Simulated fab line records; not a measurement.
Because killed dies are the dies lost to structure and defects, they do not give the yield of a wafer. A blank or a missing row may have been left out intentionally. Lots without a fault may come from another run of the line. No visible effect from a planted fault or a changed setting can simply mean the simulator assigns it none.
fab line records    flow nand-harc
[record] lots = 7  wafers = 21  last-day = 24
route steps=1159 shown A_M1@1047 A_BONDPAD@1059
lots with no fault: from the same line, run without faults
start-h: hours from the record's opening day to when the first of the lot's shown wafers began    wait-h: time in hours since the lot's previous step    " repeats the value in the row above    L1.1+2: a row that stands for several wafers    - no value, or no start given    * or withheld: withheld    < > ~ a bound
route shown NAME@n: NAME is a module with steps in the file, n the number in the route of the first one    usual: mean/standard deviation of fault-free wafers    same: alike in all rows    chamber/n: place in a boat    sites: each site's reading    _std_site: the standard deviation of these    _edge_site: mean of outer sites minus mean of inner sites    radius-mm: how far each site lies from the wafer's centre    mask NAME#n: copy n    behind: the most recent tool/chamber to have shaped the wafer    hold: why the lot was held/for how many hours/how that ended    device: whichever transistor did not switch (one of n, p or np)    end of line: at the end of the route, the tests of the same wafers    for a step that has no rows: nothing shown but its recipe    killed: dies lost to structure and defects at the first sort, not the wafer's yield    map: dies across one wafer; x = killed, . = not, _ = none there
set.NAME: the setting the step ran with; set.NAME@STEP: the setting that earlier step ran with    model.NAME: the simulator's own value behind a step, which no gauge read
lots at selected steps of the route; one table per step, one row per wafer
services: when a tool's chamber went out of use (start-h, in hours from the record's first day, below 0 if earlier), for how many hours, and the reason
[[steps]]
[step NHARC_A_M1_PRE_CLEAN_30]
[recipe] time-s = 30  temp-c = 280  gas = H2/He
[step NHARC_A_M1_PVD_20]
[recipe] target-thk-a = 50  bias-v = 168.6  power-w = 15000  chamber-pressure-pa = 0.12  time-s = 8.06  substrate-temp-c = 50  material = TaN
[usual] throttle-valve-pct = 30.2/1.1
lot.wafer  tool            chamber  start-h  wait-h  throttle-valve-pct
L943.2     pvd-sputter-02  -        -        -       31.7
L943.5     "               -        "        "       28.5
L943.6     "               -        "        "       29.9
L944.1     pvd-sputter-02  -        -        -       30.4
L944.2     "               -        "        "       29.6
L944.5     "               -        "        "       30.0
L949.2     pvd-sputter-03  -        -        -       29.6
L949.1     "               -        "        "       30.4
L949.6     "               -        "        "       28.9
L955.4     pvd-sputter-03  -        -        -       30.3
L955.5     "               -        "        "       31.7
L955.6     "               -        "        "       29.2
L954.1     pvd-sputter-02  -        -        -       31.5
L954.5     "               -        "        "       30.2
L954.6     "               -        "        "       31.6
L956.3     pvd-sputter-01  -        -        -       31.1
L956.4     "               -        "        "       30.1
L956.5     "               -        "        "       31.1
L959.1     pvd-sputter-01  -        -        -       30.3
L959.2     "               -        "        "       30.0
L959.5     "               -        "        "       30.2
[step NHARC_A_M1_PVD_21]
[recipe] target-thk-a = 300  chamber-pressure-pa = 5  power-w = 5000  substrate-temp-c = 30  time-s = 20.49  material = Cu
[step NHARC_A_M1_ECD_22]
[recipe] target-thk-a = 4000  bath-temp-c = 25  material = Cu
[step NHARC_A_M1_ANNEAL_31]
[recipe] temp-c = 225  time-s = 90
[step NHARC_A_M1_CMP_23]
[recipe] t-overpolish-s = 20  target-thk-nm = 154.34
[usual] motor-current-A = 12.5/0.91  time-to-endpoint-s = 29.2/2.1
lot.wafer  tool    chamber  start-h  wait-h  motor-current-A  time-to-endpoint-s
L943.2     cmp-03  1        455.02   -       12.4             25.5
L943.6     "       2        "        "       12.3             29.5
L943.5     "       3        "        "       13.3             28.5
L944.2     cmp-03  2        479.53   -       12.3             26.9
L944.1     "       3        "        "       13.0             26.4
L944.5     "       0        "        "       14.4             25.4
L949.1     cmp-02  0        493.87   -       11.9             26.0
L949.2     "       2        "        "       13.4             28.6
L949.6     "       1        "        "       11.4             28.3
L955.4     cmp-03  2        521.64   -       12.8             32.7
L955.6     "       2        "        "       11.8             30.0
L955.5     "       3        "        "       14.0             30.2
L954.1     cmp-04  0        522.36   -       10.7             28.4
L954.5     "       0        "        "       10.3             28.8
L954.6     "       1        "        "       12.0             27.0
L956.3     cmp-04  1        527.46   -       11.5             27.9
L956.4     "       2        "        "       12.6             28.7
L956.5     "       2        "        "       12.2             28.7
L959.2     cmp-03  3        532.63   -       12.9             30.4
L959.1     "       0        "        "       14.0             32.3
L959.5     "       3        "        "       12.6             30.4
[step NHARC_A_M1_THK_MEAS_24]
[recipe] thk-meas-gauge = xrf
[usual] thk-nm = 154.6/1.3
lot.wafer  tool           chamber  start-h  wait-h  thk-nm
L943.2     film-metro-01  -        455.26   -       153.0
L943.5     "              -        "        "       152.8
L943.6     "              -        "        "       153.7
L944.1     film-metro-01  -        479.79   -       153.9
L944.2     "              -        "        "       154.1
L944.5     "              -        "        "       153.5
L949.1     film-metro-01  -        494.19   -       156.2
L949.2     "              -        "        "       155.7
L949.6     "              -        "        "       156.6
L955.4     film-metro-01  -        521.97   -       155.8
L955.5     "              -        "        "       153.2
L955.6     "              -        "        "       154.1
L954.1     film-metro-02  -        522.68   -       154.8
L954.5     "              -        "        "       154.9
L954.6     "              -        "        "       154.8
L956.3     film-metro-02  -        527.78   -       152.9
L956.4     "              -        "        "       153.9
L956.5     "              -        "        "       152.2
L959.1     film-metro-02  -        532.92   -       155.4
L959.2     "              -        "        "       156.5
L959.5     "              -        "        "       156.9
[step NHARC_A_M1_SRD_25]
[step NHARC_A_M1_INSPECT_27]
[usual] raw-defect-count = 436/110
lot.wafer  tool               chamber  start-h  wait-h  raw-defect-count
L943.2     defect-inspect-01  -        455.41   0.0     292
L943.5     "                  -        "        "       421
L943.6     "                  -        "        "       350
L944.1     defect-inspect-01  -        479.95   0.0     672
L944.2     "                  -        "        "       716
L944.5     "                  -        "        "       498
L949.1     defect-inspect-02  -        494.34   0.0     336
L949.2     "                  -        "        "       382
L949.6     "                  -        "        "       472
L955.4     defect-inspect-01  -        522.12   0.0     517
L955.5     "                  -        "        "       421
L955.6     "                  -        "        "       406
L954.1     defect-inspect-01  -        522.83   0.0     395
L954.5     "                  -        "        "       492
L954.6     "                  -        "        "       599
L956.3     defect-inspect-01  -        527.94   0.0     448
L956.4     "                  -        "        "       435
L956.5     "                  -        "        "       361
L959.1     defect-inspect-01  -        533.07   0.0     425
L959.2     "                  -        "        "       368
L959.5     "                  -        "        "       482
[step NHARC_A_M1_PRE_CLEAN_32]
[recipe] time-s = 12  temp-c = 370  rf-power-w = 300  gas = NH3
[usual] heater-power-outer-w = 400/48  heater-power-w = 656/56
lot.wafer  tool      chamber  start-h  wait-h  heater-power-outer-w  heater-power-w
L943.2     pecvd-02  1        455.48   0.1     338                   556
L943.5     "         1        "        "       337                   567
L943.6     "         0        "        "       367                   575
L944.2     pecvd-02  0        480.80   0.8     369                   609
L944.1     "         2        "        "       343                   620
L944.5     "         0        "        "       365                   599
L949.2     pecvd-01  0        494.42   0.1     431                   683
L949.1     "         1        "        "       340                   617
L949.6     "         1        "        "       322                   616
L955.5     pecvd-03  2        522.23   0.1     481                   798
L955.6     "         0        "        "       420                   690
L955.4     "         1        "        "       369                   649
L954.1     pecvd-01  1        522.93   0.1     380                   694
L954.5     "         0        "        "       393                   623
L954.6     "         1        "        "       388                   677
L956.3     pecvd-01  2        528.05   0.1     439                   662
L956.4     "         0        "        "       411                   644
L956.5     "         1        "        "       384                   684
L959.2     pecvd-03  2        533.14   0.1     503                   825
L959.1     "         1        "        "       416                   731
L959.5     "         1        "        "       418                   728
[step NHARC_A_M1_DEP_33]
[recipe] target-thk-a = 300  temp-c = 370  target-thk-nm = 30  pressure-torr = 3  flow-sccm = 200  rf-w = 450  material = SiCN
[usual] chamber-pressure-Torr = 3.001/0.0065  heater-power-outer-w = 359/43  heater-power-w = 602/45
lot.wafer  tool      chamber  start-h  wait-h  chamber-pressure-Torr  heater-power-outer-w  heater-power-w
L943.2     pecvd-02  1        455.56   0.1     2.989                  318                   531
L943.5     "         1        "        "       2.995                  309                   538
L943.6     "         0        "        "       2.998                  303                   522
L944.2     pecvd-02  0        480.88   0.1     3.003                  373                   616
L944.1     "         2        "        "       3.001                  282                   546
L944.5     "         0        "        "       2.992                  380                   604
L949.2     pecvd-01  0        494.53   0.1     3.002                  390                   623
L949.1     "         1        "        "       3.015                  323                   618
L949.6     "         1        "        "       2.999                  320                   620
L955.5     pecvd-03  2        522.40   0.2     3.010                  442                   746
L955.6     "         0        "        "       2.995                  359                   629
L955.4     "         1        "        "       3.007                  314                   571
L954.1     pecvd-01  1        523.06   0.1     3.014                  368                   673
L954.5     "         0        "        "       3.014                  362                   596
L954.6     "         1        "        "       2.997                  372                   673
L956.3     pecvd-01  2        528.13   0.1     3.003                  368                   569
L956.4     "         0        "        "       3.000                  379                   611
L956.5     "         1        "        "       2.995                  283                   561
L959.2     pecvd-03  2        533.22   0.1     2.995                  379                   639
L959.1     "         1        "        "       3.008                  390                   690
L959.5     "         1        "        "       3.008                  298                   548
[step NHARC_A_BONDPAD_DEP_00]
[recipe] target-thk-a = 2500  temp-c = 370  target-thk-nm = 250  pressure-torr = 3  flow-sccm = 200  rf-w = 450  material = SiCN
[usual] chamber-pressure-Torr = 3.000/0.007  heater-power-outer-w = 345/56  heater-power-w = 594/94
lot.wafer  tool      chamber  start-h  wait-h  chamber-pressure-Torr  heater-power-outer-w  heater-power-w
L943.2     pecvd-03  2        456.57   -       2.995                  434                   703
L943.5     "         2        "        "       2.996                  434                   693
L943.6     "         0        "        "       3.003                  374                   600
L944.1     pecvd-04  0        481.57   -       3.009                  289                   486
L944.2     "         1        "        "       3.000                  379                   698
L944.5     "         1        "        "       3.011                  382                   721
L949.1     pecvd-02  2        495.04   -       2.999                  318                   584
L949.2     "         1        "        "       3.004                  315                   546
L949.6     "         2        "        "       2.995                  336                   614
L955.5     pecvd-03  0        522.96   -       -                      -                     -
L955.4     "         1        "        "       -                      -                     -
L955.6     "         2        "        "       -                      -                     -
L954.1     pecvd-03  1        523.58   -       -                      -                     -
L954.5     "         0        "        "       -                      -                     -
L954.6     "         2        "        "       -                      -                     -
L956.3     pecvd-02  0        528.77   -       -                      -                     -
L956.5     "         1        "        "       -                      -                     -
L956.4     "         2        "        "       -                      -                     -
L959.2     pecvd-04  1        533.82   -       3.009                  399                   724
L959.1     "         2        "        "       3.002                  256                   451
L959.5     "         0        "        "       3.003                  298                   502
[step NHARC_A_BONDPAD_CMP_29]
[recipe] target-thk-nm = 200  material = SiCN
[usual] motor-current-A = 12.8/0.95
lot.wafer  tool    chamber  start-h  wait-h  motor-current-A
L943.2     cmp-03  2        457.01   -       12.0
L943.5     "       3        "        "       13.0
L943.6     "       0        "        "       13.9
L944.1     cmp-01  3        481.97   -       12.4
L944.2     "       1        "        "       13.4
L944.5     "       0        "        "       11.5
L949.1     cmp-01  2        495.72   -       14.4
L949.2     "       3        "        "       12.1
L949.6     "       1        "        "       13.4
L955.4     cmp-03  1        523.30   -       13.1
L955.5     "       2        "        "       12.8
L955.6     "       3        "        "       13.6
L954.1     cmp-01  1        523.96   0.3     13.5
L954.6     "       0        "        "       11.4
L954.5     "       1        "        "       13.5
L956.4     cmp-03  2        529.09   0.2     13.1
L956.3     "       1        "        "       13.0
L956.5     "       3        "        "       12.7
L959.1     cmp-02  2        534.20   -       13.6
L959.2     "       0        "        "       11.7
L959.5     "       1        "        "       11.8
[step NHARC_A_BONDPAD_SRD_31]
[[services]]
tool            chamber  start-h  hours  kind
cmp-01          -        439.84   1.2    repair
cmp-02          -        442.97   0.5    repair
cmp-03          -        450.05   4.0    pm
cmp-03          -        454.05   -      consumable-replace:conditioner
cmp-03          -        454.05   -      consumable-replace:pad
pvd-sputter-03  -        458.04   10.0   pm
pecvd-03        -        473.15   13.0   pm
pecvd-03        0        473.15   13.0   vent-cycle
pecvd-03        1        473.15   13.0   vent-cycle
pecvd-03        2        473.15   13.0   vent-cycle
cmp-01          -        477.19   4.0    pm
cmp-03          -        482.21   0.7    repair
pecvd-02        -        483.92   3.8    repair
pecvd-03        0        486.15   -      clean
pecvd-03        1        486.15   -      clean
cmp-03          -        489.96   3.5    repair
cmp-04          -        492.06   6.5    repair
cmp-03          -        494.86   3.8    repair
cmp-04          -        498.59   4.0    pm
cmp-04          -        507.24   12.4   repair
pvd-sputter-01  -        514.04   10.0   pm
pecvd-02        -        515.42   13.0   pm
pecvd-04        -        516.57   0.6    repair
cmp-02          -        521.19   4.0    pm
[[key]]
[first-sign] step = NHARC_A_BONDPAD_DEP_00  reading = tool-record  direction = missing
effect none on later readings
met-at NHARC_A_BONDPAD_DEP_00
struck-wafers L954.1,L954.5,L954.6,L955.4,L955.5,L955.6,L956.3,L956.4,L956.5
later-rows-left-out L954.1,L954.5,L954.6,L955.4,L955.5,L955.6,L956.3,L956.4,L956.5
sort-left-out L954.1,L954.5,L954.6,L955.4,L955.5,L955.6,L956.3,L956.4,L956.5
onset-between 495.04 522.96
[fault] kind = skipped-step-whole  tool = pecvd-02,pecvd-03  chamber = -  onset-h = 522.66  steps = NHARC_A_BONDPAD_DEP_00  scope = struck-lots-only
// sort-left-out: the simulated sort isn't trusted on such a fault, so these wafers' sort isn't shown, and their yield isn't known
// later-rows-left-out: the simulator's readings of these wafers behind a module that went badly wrong aren't trusted and aren't shown, but for the sort
